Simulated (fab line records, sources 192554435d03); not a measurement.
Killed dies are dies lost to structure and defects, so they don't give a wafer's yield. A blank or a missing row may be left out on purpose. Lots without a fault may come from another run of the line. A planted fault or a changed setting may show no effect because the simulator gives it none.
Tool commonality check | flow n5_finfet | 9 lots, 27 wafers sampled

WHY IT WAS OPENED
At N5_STI_FIN_REVEAL_FIN_H_MEAS_10 the reading trench_depth_nm is flagged on 2 of 9 lots. Wafers without a fault read 51.8 nm, standard deviation 0.67.
Rule: a lot is flagged when every wafer of it that has a number lies more than 4 standard deviations from that mean, or none has a number. The other lots count as sound.

lot  | measured    | on     | trench_depth_nm (nm), wafer by wafer | flag
L415 | day 2 13:11 | ocd-01 | 51.8 52.1 52.5                       |
L416 | day 2 18:46 | ocd-02 | 52.4 52.4 52.1                       |
L418 | day 3 08:15 | ocd-01 | 51.3 51.2 52.0                       |
L419 | day 3 15:51 | ocd-01 | 51.7 52.3 52.3                       |
L423 | day 4 13:57 | ocd-02 | 53.1 52.6 52.4                       |
L425 | day 5 02:30 | ocd-01 | 51.0 50.7 49.7                       |
L428 | day 5 20:36 | ocd-01 | 47.6 46.5 47.2                       | FLAGGED
L429 | day 6 01:39 | ocd-01 | 45.8 45.9 45.3                       | FLAGGED
L438 | day 8 06:35 | ocd-02 | 51.3 51.6 52.2                       |
The numbers of the flagged lots are 46.4 nm on average: -5.4 nm against the usual, or -8 standard deviations.

WHICH TOOL RAN EACH LOT
The record holds 2 process steps before the reading, out of a route of 1938 steps. In each cell: the tool, then ch and the chambers that the sampled wafers went through, then the start.
lot  | flag    | N5_FIN_CUT_CUT_ETCH_15          | N5_STI_FIN_REVEAL_RECESS_09
L415 |         | rie_si-05 ch 0,1,2, day 2 04:07 | vapor_etch-01 ch 0,1, day 2 10:29
L416 |         | rie_si-05 ch 0,1,3, day 2 09:26 | vapor_etch-01 ch 0,1, day 2 16:02
L418 |         | rie_si-01 ch 0,3, day 2 21:56   | vapor_etch-01 ch 0,1, day 3 05:11
L419 |         | rie_si-03 ch 0,2,3, day 3 05:09 | vapor_etch-02 ch 0,1, day 3 13:07
L423 |         | rie_si-03 ch 0,1,3, day 4 05:00 | vapor_etch-02 ch 0,1, day 4 11:15
L425 |         | rie_si-01 ch 1,2, day 4 17:33   | vapor_etch-01 ch 0,1, day 4 23:46
L428 | FLAGGED | rie_si-03 ch 0,2,3, day 5 11:34 | vapor_etch-02 ch 0,1, day 5 18:26
L429 | FLAGGED | rie_si-03 ch 1,2,3, day 5 16:41 | vapor_etch-02 ch 0,1, day 5 22:55
L438 |         | rie_si-03 ch 0,2, day 7 21:37   | vapor_etch-01 ch 0,1, day 8 04:24
What these steps do:
- N5_FIN_CUT_CUT_ETCH_15: etches Si in HBr/Cl2/O2, target depth 100 nm, bt time 10 s, time 42.4 s.
- N5_STI_FIN_REVEAL_RECESS_09: chemistry HF/NH3, target SiO2, afs cycles 11, target depth 42.5 nm, sublimation time 60 s.
- N5_STI_FIN_REVEAL_FIN_H_MEAS_10

FLAGGED OVER TOTAL, TOOL BY TOOL (the gauges that took the reading come last)
step                            | tool          | lots run | flagged | share of the flagged lots | sound lots run after its first flagged lot
N5_FIN_CUT_CUT_ETCH_15          | rie_si-01     | 2        | 0       | none                      | -
N5_FIN_CUT_CUT_ETCH_15          | rie_si-03     | 5        | 2       | all                       | 1 (L438)
N5_FIN_CUT_CUT_ETCH_15          | rie_si-05     | 2        | 0       | none                      | -
N5_STI_FIN_REVEAL_RECESS_09     | vapor_etch-01 | 5        | 0       | none                      | -
N5_STI_FIN_REVEAL_RECESS_09     | vapor_etch-02 | 4        | 2       | all                       | 0
N5_STI_FIN_REVEAL_FIN_H_MEAS_10 | ocd-01        | 6        | 2       | all                       | 0
N5_STI_FIN_REVEAL_FIN_H_MEAS_10 | ocd-02        | 3        | 0       | none                      | -

WHAT THE TABLE ALLOWS
3 rows of the table ran every flagged lot: rie_si-03 at N5_FIN_CUT_CUT_ETCH_15, vapor_etch-02 at N5_STI_FIN_REVEAL_RECESS_09, ocd-01 at N5_STI_FIN_REVEAL_FIN_H_MEAS_10.
- rie_si-03 at N5_FIN_CUT_CUT_ETCH_15: 2 of its 5 lots flagged. Sound lots ran on it after the first flagged one (L438), which a lasting fault on the whole tool wouldn't allow.
- vapor_etch-02 at N5_STI_FIN_REVEAL_RECESS_09: 2 of its 4 lots flagged. Its last sound lot is L423 (day 4 11:15), its first flagged lot L428 (day 5 18:26): a fault that began between those two fits.
- ocd-01 at N5_STI_FIN_REVEAL_FIN_H_MEAS_10: 2 of its 6 lots flagged. Its last sound lot is L425 (day 5 02:30), its first flagged lot L428 (day 5 20:36): a fault that began between those two fits.
Counting lots can't tell these 2 tools apart, because each fits a fault that began at some hour. More lots, or a look at what each step does to the wafer, might.

WHAT THE SIMULATOR HAD PUT IN
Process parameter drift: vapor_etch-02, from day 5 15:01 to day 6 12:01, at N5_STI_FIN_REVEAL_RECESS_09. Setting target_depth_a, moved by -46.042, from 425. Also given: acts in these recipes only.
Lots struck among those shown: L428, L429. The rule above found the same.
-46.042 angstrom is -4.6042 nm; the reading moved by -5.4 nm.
